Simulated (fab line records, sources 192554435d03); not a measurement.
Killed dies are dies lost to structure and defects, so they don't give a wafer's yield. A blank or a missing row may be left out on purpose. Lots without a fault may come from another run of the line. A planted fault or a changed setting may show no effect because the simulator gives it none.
fab line records | flow n5_finfet
record lots=5 wafers=14 last_day=17
route steps=1938 shown ILD0@335 SDB@347 BEOL_M4@1111 PASSIVATION@1936
lots that met no fault: from a run of the same line without faults
start_h: hours from the record's first day to the start of the lot's first wafer shown | wait_h: hours since the lot's step before | " the same as in the row above | L1.1+2: a row that stands for several wafers | - no value, or no start given | * or withheld: withheld | < > ~ a bound
route shown NAME@n: a module of which the file shows steps, and the number in the route of the first | usual: mean/standard deviation of fault-free wafers | same: alike in all rows | chamber/n: place in a boat | sites: the reading at each site | _std_site: their standard deviation | _edge_site: outer sites' mean less inner sites' | radius_mm: how far each site lies from the wafer's centre | mask NAME#n: copy n | behind: the tool/chamber that last shaped the wafer | hold: why the lot was held/for how many hours/how that ended | device: the transistor (n, p or np) that didn't switch | end of line: the same wafers' tests at the end of the route | a step without rows: its recipe alone | killed: dies lost to structure and defects at the first sort, not the wafer's yield | map: a wafer's dies, x killed, . not, _ none there
set.NAME: the setting as run; set.NAME@STEP: as run at that earlier step | model.NAME: the simulator's own value behind a step, which no gauge read
lots at some steps of the route; a table a step, a row a wafer
services: from which hour (start_h, from the record's first day; less than 0 if before it) a tool's chamber was out of use, for how many hours, and why
## steps
# step N5_ILD0_LINER_00
# recipe material=SiNx target_thk_a=40 temp_c=400 ald_precursor_family=SiH2I2 ald_co_reactant=N2/H2-plasma pulse_time_s=1 purge_time_s=2 co_reactant_purge_time_s=2 ald_cycles=80 pressure_torr=2
# step N5_ILD0_FCVD_FILL_01
# recipe material=SiO2_flowable target_thk_a=2000 temp_c=100 pressure_torr=0.8 rf_w=2000 time_s=328.3
# step N5_ILD0_CURE_02
# recipe temp_c=450 time_s=1800 ambient=steam idle_temp_c=400 ramp_up_c_per_min=5 ramp_down_c_per_min=3 densification_p_h2o_torr=640
# step N5_ILD0_CMP_03
# recipe stop_on=SiNx t_overpolish_s=1.9 post_cmp_clean=alkaline_brush down_force_psi=4.1491 platen_rpm=51.796 pad_velocity_m_s=1.0306 target_thk_nm=197.38
# step N5_ILD0_CMP_07
# recipe stop_on=poly-Si material=SiO2_flowable t_overpolish_s=1.18 post_cmp_clean=alkaline_brush down_force_psi=4.1491 platen_rpm=51.796 pad_velocity_m_s=1.0306 target_thk_nm=138.88
# step N5_ILD0_PRECLEAN_10
# recipe chemistry=NF3:NH3 afs_cycles=5 time_s=20 temp_c=30 sublimation_temp_c=180 sublimation_time_s=60 pressure_torr=3 rf_power_w=30
# step N5_ILD0_ALD_15
# recipe material=SiNx target_thk_a=240 temp_c=400 ald_precursor_family=SiH2I2 ald_co_reactant=N2/H2-plasma pulse_time_s=1 ald_cycles=480 purge_time_s=2 co_reactant_purge_time_s=2 pressure_torr=2
# step N5_ILD0_CMP_12
# recipe stop_on=poly-Si material=SiNx t_overpolish_s=6 post_cmp_clean=alkaline_brush down_force_psi=2.5 platen_rpm=51.8 pad_velocity_m_s=1.0307 target_thk_nm=17.67
# step N5_SDB_HM_DEP_00
# recipe material=SiNx target_thk_a=400 temp_c=400 precursor=SiH4/NH3/N2 pressure_torr=1.5 rf_w=300 time_s=35.3
# usual heater_power_w=774/95 showerhead_plenum_p_Torr=5.19/0.082 throttle_valve_pct=39.6/2.7
# columns lot.wafer tool chamber start_h wait_h heater_power_w showerhead_plenum_p_Torr throttle_valve_pct model.SiNx_of_SDB_HM_DEP_00.thk_nm
L519.1 pecvd-01 1 66.64 0.0 675 5.23 43.6 38.8
L519.3 " 0 " " 768 5.23 43.4 39.6
L519.4 " 1 " " 667 5.23 43.7 39.2
L533.2 pecvd-01 1 151.50 0.0 684 5.23 43.7 42
L533.4 " 0 " " 756 5.22 43.9 40
L533.5 " 2 " " 846 5.18 35.7 39.8
L534.2 pecvd-01 1 157.29 0.0 587 5.23 43.6 42
L534.4 " 2 " " 759 5.20 35.6 40.8
L536.2 pecvd-01 2 169.58 0.0 865 5.22 35.2 41.6
L536.3 " 1 " " 611 5.23 43.5 38.8
L536.4 " 2 " " 873 5.19 35.6 40
L538.1 pecvd-03 0 181.13 0.0 861 5.12 38.1 39.4
L538.3 " 1 " " 832 5.31 40.1 40.4
L538.6 " 0 " " 877 5.12 38.4 40
# step N5_SDB_COAT_03
# recipe resist=SOC temp_c=250 time_s=60 spin_rpm=1500 resist_thk_nm=100
# step N5_SDB_COAT_04
# recipe resist=SiARC temp_c=220 time_s=60 spin_rpm=1500 resist_thk_nm=18
# step N5_SDB_COAT_05
# recipe resist=CAR-ArF spin_rpm=1500 resist_thk_nm=90
# step N5_SDB_EBR_07
# recipe solvent=PGMEA ebr_width_mm=1.5
# step N5_SDB_SOFTBAKE_06
# recipe temp_c=110 time_s=60 resist=CAR-ArF
# step N5_SDB_EXPOSE_08
# recipe mask_id=SDB na=1.35 source_shape=conventional sigma_outer=0.5 polarization=unpolarized dose_mj=49.6
# step N5_SDB_PEB_09
# recipe peb_temp_c=withheld peb_time_s=60 resist=CAR-ArF
# step N5_SDB_DEVELOP_10
# recipe develop_time_s=30 developer=TMAH resist=CAR-ArF rinse_liquid=diw dry=air_spin dev_temp_c=23
# step N5_SDB_DESCUM_16
# recipe chemistry=O2 time_s=7.9 source_power_w=50 bias_power_w=20 pressure_mtorr=20 rf_frequency_hz=2.712e+07 temp_c=40 resist=CAR-ArF o2_flow_sccm=225
# step N5_SDB_ETCH_17
# recipe chemistry=CF4 target=SiARC target_depth_a=234 mask_material=CAR-ArF time_s=39 ion_energy_ev=80 pressure_mtorr=40 source_w=545 bias_w=36 Ar_flow_sccm=100 cf4_flow_sccm=100 ends=cleared
# step N5_SDB_ETCH_18
# recipe chemistry=N2/H2 target=SOC target_depth_a=1000 overetch_a=200 mask_material=SiARC temp_c=40 time_s=150 ion_energy_ev=200 pressure_mtorr=30 source_w=840 bias_w=150 n2_flow_sccm=200 h2_flow_sccm=200
# step N5_SDB_STRIP_19
# recipe chemistry=N2/H2 temp_c=40 n2_flow_sccm=200 h2_flow_sccm=200 rf_frequency_hz=6e+07
# step N5_SDB_STRIP_21
# recipe chemistry=CF4 resist=SiARC power_w=300 bias_power_w=75 pressure_mtorr=50 cf4_flow_sccm=150 rf_frequency_hz=6e+07
# step N5_SDB_HM_OPEN_20
# recipe chemistry=CH3F/O2 target=SiNx mask_material=SOC target_depth_a=240 stop_on=poly-Si over_etch_frac=0.4 ion_energy_ev=120 pressure_mtorr=30 source_w=395 bias_w=73 Ar_flow_sccm=150 CH3F_flow_sccm=30 O2_flow_sccm=20
# usual drypump_motor_current_A=5.9/0.56 oes_ar_750_au=0.79/0.085 oes_product_au=0.64/0.068 rf_vpp_V=298/5.2 showerhead_plenum_p_Torr=2.03/0.077 throttle_valve_pct=16.26/0.21
# columns lot.wafer tool chamber start_h wait_h drypump_motor_current_A oes_ar_750_au oes_product_au rf_hours_counter_h rf_vpp_V showerhead_plenum_p_Torr throttle_valve_pct model.etch.depth_nm
L519.1 rie_diel-01 0 67.68 0.0 6.8 0.76 0.61 130 303 2.02 16.45 22.8
L519.3 " 2 " " 4.9 0.74 0.62 153 294 1.92 16.27 23.65
L519.4 " 1 " " 6.1 0.86 0.68 56 302 2.12 16.23 23.21
L533.2 rie_diel-02 0 152.14 0.0 6.3 0.72 0.61 196 302 2.06 16.05 25.91
L533.4 " 3 " " 6.0 0.93 0.75 25 293 2.14 16.35 23.99
L533.5 " 0 " " 6.3 0.72 0.58 - 304 2.06 16.06 23.9
L534.2 rie_diel-05 1 158.21 0.0 6.5 0.72 0.62 194 302 1.97 16.00 26.05
L534.4 " 3 " " 6.2 0.71 0.59 226 289 1.89 16.31 24.83
L536.2 rie_diel-02 2 170.36 0.0 5.7 0.81 0.69 83 301 2.01 16.24 25.54
L536.3 " 3 " " 5.9 0.91 0.73 31 293 2.14 16.38 22.73
L536.4 " 1 " " 6.5 0.93 0.76 18 302 2.13 15.92 24.04
L538.1 rie_diel-02 1 182.32 0.0 6.6 0.90 0.74 23 303 2.13 15.94 23.42
L538.3 " 0 " " 6.3 0.71 0.58 206 303 2.06 16.07 24.31
L538.6 " 1 " " 6.6 0.90 0.75 - 303 2.13 15.94 23.98
# step N5_SDB_STRIP_22
# recipe chemistry=N2/H2 power_w=1000 temp_c=250 h2_frac=0.65 overash_fraction=0.3 pressure_mtorr=withheld n2_flow_sccm=1750 h2_flow_sccm=3250
# step N5_SDB_PRECLEAN_23
# recipe chemistry=dHF time_s=30 temp_c=25 dilution=withheld
# step N5_SDB_DUMMY_REMOVE_24
# recipe chemistry=TMAH temp_c=70 target=poly-Si stop_on=SiO2 target_depth_nm=142 conc_wt_pct=5 time_s=57 dry=ipa_marangoni rinse_time_s=30 rinse_temp_c=23
# step N5_SDB_ETCH_25
# recipe chemistry=C4F6/O2 target=SiO2 target_depth_a=100 time_s=3.3 ion_energy_ev=250 mask_material=SiNx pressure_mtorr=30 source_w=345 bias_w=185 Ar_flow_sccm=300 C4F6_flow_sccm=10 O2_flow_sccm=10
# step N5_SDB_CUT_ETCH_26
# recipe chemistry=HBr/Cl2/O2 target=Si target_depth_a=1296 bt_time_s=20 mask_material=SiNx time_s=51.8 ion_energy_ev=* bias_w=* pressure_mtorr=10 icp_w=800 HBr_flow_sccm=150 Cl2_flow_sccm=80 O2_flow_sccm=12
# step N5_SDB_PRECLEAN_38
# recipe chemistry=dHF time_s=10 dilution=750:1 temp_c=25
# columns lot.wafer tool chamber start_h wait_h model.SiNx_of_SDB_HM_DEP_00.thk_nm
L519.1 wet_bench-02 4 69.15 0.1 20.4
L519.3 " 1 " " 21.2
L519.4 " 2 " " 20.8
L533.2 wet_bench-02 2 152.64 0.1 23.8
L533.4 " 1 " " 22
L533.5 " 5 " " 21.6
L534.2 wet_bench-04 7 158.91 0.1 23.6
L534.4 " 2 " " 22.4
L536.2 wet_bench-06 0 170.86 0.1 23.2
L536.3 " 3 " " 20.6
L536.4 " 1 " " 22.2
L538.1 wet_bench-06 6 183.29 0.1 21
L538.3 " 0 " " 22.6
L538.6 " 3 " " 21.4
# step N5_SDB_PRECLEAN_39
# recipe chemistry=O3/DIW time_s=45 temp_c=22 o3_ppm=10
# step N5_BEOL_M4_RC_MEAS_101
# usual DIBL_N=36.3/1.8 DIBL_P=36.5/2.1 IOFF_N=0.16/0.031 IOFF_P=0.22/0.038 ION_N=677/12 ION_P=466/7.8 SS_N=71.5/0.61 SS_P=73.2/0.7 VT_N=249/3 VT_P=-248.9/3
# columns lot.wafer tool chamber start_h wait_h DIBL_N[mV/V] DIBL_P[mV/V] IOFF_N[nA/um] IOFF_P[nA/um] ION_N[uA/um] ION_P[uA/um] SS_N[mV/dec] SS_P[mV/dec] VT_N[mV] VT_P[mV]
L519.1 prober-02 0 186.88 0.9 35.9 36.5 0.16 0.23 672 460 70.9 74.1 249 -249.1
L519.3 " 0 " " 38.9 40.9 0.23 0.33 696 483 72.4 74.7 244 -244.1
L519.4 " 0 " " 36.7 37.5 0.17 0.26 692 476 71.4 72.5 248 -247.7
L533.2 prober-02 0 267.20 0.2 36.9 37.5 0.16 0.25 679 472 72.3 73.5 252 -248.5
L533.4 " 0 " " 39.2 40.4 0.21 0.31 677 475 71.9 74.6 248 -245.5
L533.5 " 0 " " 35.7 36.7 0.16 0.25 690 483 70.9 72.9 250 -245.8
L534.2 prober-02 0 278.29 0.2 34.5 35.0 0.14 0.21 669 463 71.4 72.9 250 -247.6
L534.4 " 0 " " 37.5 38.9 0.21 0.26 696 470 72.0 73.1 246 -246.3
L536.2 prober-01 0 281.80 0.2 37.6 36.4 0.19 0.24 674 467 70.9 73.4 247 -246.8
L536.3 " 0 " " 37.2 36.3 0.18 0.24 689 471 71.5 72.4 249 -247.9
L536.4 " 0 " " 36.9 36.1 0.17 0.25 687 482 71.7 72.9 247 -246.1
L538.1 prober-01 0 284.31 0.0 34.4 34.3 0.12 0.17 670 462 70.5 73.1 252 -252.8
L538.3 " 0 " " 35.2 34.1 0.13 0.16 652 453 71.4 72.8 254 -252.9
L538.6 " 0 " " 35.4 34.5 0.12 0.17 648 450 72.2 73.5 254 -254.7
# step N5_PASSIVATION_PROBE_49
# usual defect_limited_yield=91.2/1.5 killed_at_M0_to_M3=33/9.6 killed_at_M4_up=14/5.6 killed_at_contacts=14/5.5 killed_at_front_end=40/13 killed_at_other=4/3 killed_dies=104/17 killed_open=68/13 killed_short=33/7.2 sort_bin_5_function=5.2/0.95 sort_bin_6_memory=3.3/0.62 sort_bin_8_speed=0.00/0.012 sort_n_pass=1076/17 sort_yield_pct=91.2/1.5
# same gross_dies=1180 killed_at_back_side=0 sort_bin_4_leakage[%]=0
# columns lot.wafer tool chamber start_h wait_h defect_limited_yield[%] killed_at_M0_to_M3 killed_at_M4_up killed_at_contacts killed_at_front_end killed_at_other killed_dies killed_open killed_short sort_bin_5_function[%] sort_bin_6_memory[%] sort_bin_8_speed[%] sort_n_pass sort_yield_pct[%]
L533.2 prober-02 - 386.46 0.1 90.6 29 13 4 62 3 111 77 31 5.6 3.4 0 1069 90.6
L533.4 prober-02 - 386.56 0.2 90.2 38 16 7 49 6 116 75 38 5.8 3.7 0 1064 90.2
L533.5 prober-02 - 386.61 0.2 93.1 24 15 10 26 6 81 48 30 4.1 2.2 0 1099 93.1
L534.2 prober-01 - 387.25 0.1 89.3 25 11 21 66 3 126 85 40 6.3 4.2 0 1054 89.3
L534.4 prober-01 - 387.35 0.2 92.1 36 12 12 31 2 93 63 29 4.5 3.0 0 1087 92.1
L536.3 prober-02 - 397.84 0.1 89.2 35 14 17 56 5 127 81 42 6.5 3.6 0 1053 89.2
L536.4 prober-02 - 397.89 0.2 89.4 39 16 14 53 3 125 89 29 5.6 4.3 0 1055 89.4
# killed by level:class
L533.2 STI_FIN_REVEAL:geometric_particle:open=19 BEOL_M2:geometric_particle:open=13 FIN_SAQP:geometric_particle:open=9 GATE_CUT:geometric_particle:short=8 FIN_SAQP:geometric_particle:short=6 BEOL_M4:geometric_particle:open=5 DUMMY_GATE:geometric_particle:open=4 GATE_CUT:geometric_particle:open=4
L533.4 FIN_SAQP:geometric_particle:open=14 BEOL_M3:geometric_particle:open=10 BEOL_M4:geometric_particle:open=9 STI_FIN_REVEAL:geometric_particle:open=7 MOL_CONTACT_COAG:geometric_particle:open=7 BEOL_M0_SAQP:geometric_particle:short=7 BEOL_M2:geometric_particle:open=7 GATE_CUT:geometric_particle:short=5
L533.5 MOL_CONTACT_COAG:geometric_particle:open=8 GATE_CUT:geometric_particle:short=7 BEOL_M3:geometric_particle:open=6 BEOL_M4:geometric_particle:open=6 FIN_SAQP:geometric_particle:short=5 BEOL_M0_SAQP:geometric_particle:open=5 STARTING-WAFER:geometric_particle:open=4 STI_FIN_REVEAL:geometric_particle:open=3
L534.2 STI_FIN_REVEAL:geometric_particle:open=19 MOL_CONTACT_COAG:geometric_particle:open=17 BEOL_M3:geometric_particle:open=10 DUMMY_GATE:geometric_particle:open=9 FIN_SAQP:geometric_particle:short=7 FIN_SAQP:geometric_particle:open=6 GATE_CUT:geometric_particle:short=6 BEOL_M0_SAQP:geometric_particle:short=6
L534.4 MOL_CONTACT_COAG:geometric_particle:open=8 BEOL_M3:geometric_particle:open=8 FIN_SAQP:geometric_particle:open=6 BEOL_M0_SAQP:geometric_particle:short=6 BEOL_M0_SAQP:geometric_particle:open=6 STI_FIN_REVEAL:geometric_particle:open=5 BEOL_M1:geometric_particle:open=5 BEOL_M5:geometric_particle:open=5
L536.3 FIN_SAQP:geometric_particle:open=20 MOL_CONTACT_COAG:geometric_particle:open=15 FIN_SAQP:geometric_particle:short=13 BEOL_M2:geometric_particle:open=11 BEOL_M0_SAQP:geometric_particle:short=11 BEOL_M4:geometric_particle:open=8 DUMMY_GATE:geometric_particle:open=6 GATE_CUT:geometric_particle:short=6
L536.4 STI_FIN_REVEAL:geometric_particle:open=22 MOL_CONTACT_COAG:geometric_particle:open=12 BEOL_M0_SAQP:geometric_particle:open=12 FIN_SAQP:geometric_particle:open=8 BEOL_M1:geometric_particle:open=8 FIN_SAQP:geometric_particle:short=7 BEOL_M2:geometric_particle:open=6 BEOL_M0_SAQP:geometric_particle:short=4
## services
# columns tool chamber start_h hours kind
rie_diel-02 0 44.15 1.3 repair
rie_diel-02 - 44.53 0.1 repair
pecvd-01 2 45.25 - clean
pecvd-01 2 45.25 - consumable_replace:showerhead
pecvd-01 2 45.25 29.0 scheduled_down
pecvd-01 2 45.25 29.0 vent_cycle
rie_diel-02 1 54.43 23.6 repair
pecvd-01 - 70.43 2.8 pm
pecvd-01 0 76.33 2.1 scheduled_down
pecvd-03 - 77.16 0.7 repair
rie_diel-02 3 78.32 - clean
rie_diel-02 3 78.32 - consumable_replace:focus_ring
rie_diel-02 3 78.32 - consumable_replace:showerhead
rie_diel-02 3 78.32 12.3 scheduled_down
rie_diel-02 3 78.32 12.3 vent_cycle
pecvd-01 1 88.82 2.1 scheduled_down
rie_diel-02 1 90.78 3.3 repair
rie_diel-02 1 94.14 - clean
rie_diel-02 1 94.14 - consumable_replace:focus_ring
rie_diel-02 1 94.14 - consumable_replace:showerhead
rie_diel-05 2 107.24 8.5 repair
wet_bench-06 - 149.51 4.0 repair
pecvd-01 - 154.39 1.6 repair
rie_diel-01 3 165.61 6.2 repair
## key
first_sign none at tools or gauges
model_effect step=N5_SDB_HM_DEP_00 value=SiNx_of_SDB_HM_DEP_00.thk_nm without=39.47 struck=41.87
model_effect step=N5_SDB_HM_OPEN_20 value=etch.depth_nm without=23.47 struck=25.84
model_effect step=N5_SDB_PRECLEAN_38 value=SiNx_of_SDB_HM_DEP_00.thk_nm without=21.13 struck=23.53
met_at N5_SDB_HM_DEP_00
struck_wafers L533.2,L534.2,L536.2
onset_between 66.64 151.50
fault kind=process_parameter_drift tool=pecvd-01 chamber=- onset_h=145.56 steps=N5_SDB_HM_DEP_00 channel=time_s offset=* shape=step end_h=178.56 scope=struck_wafers_only acts_in=* stated=*
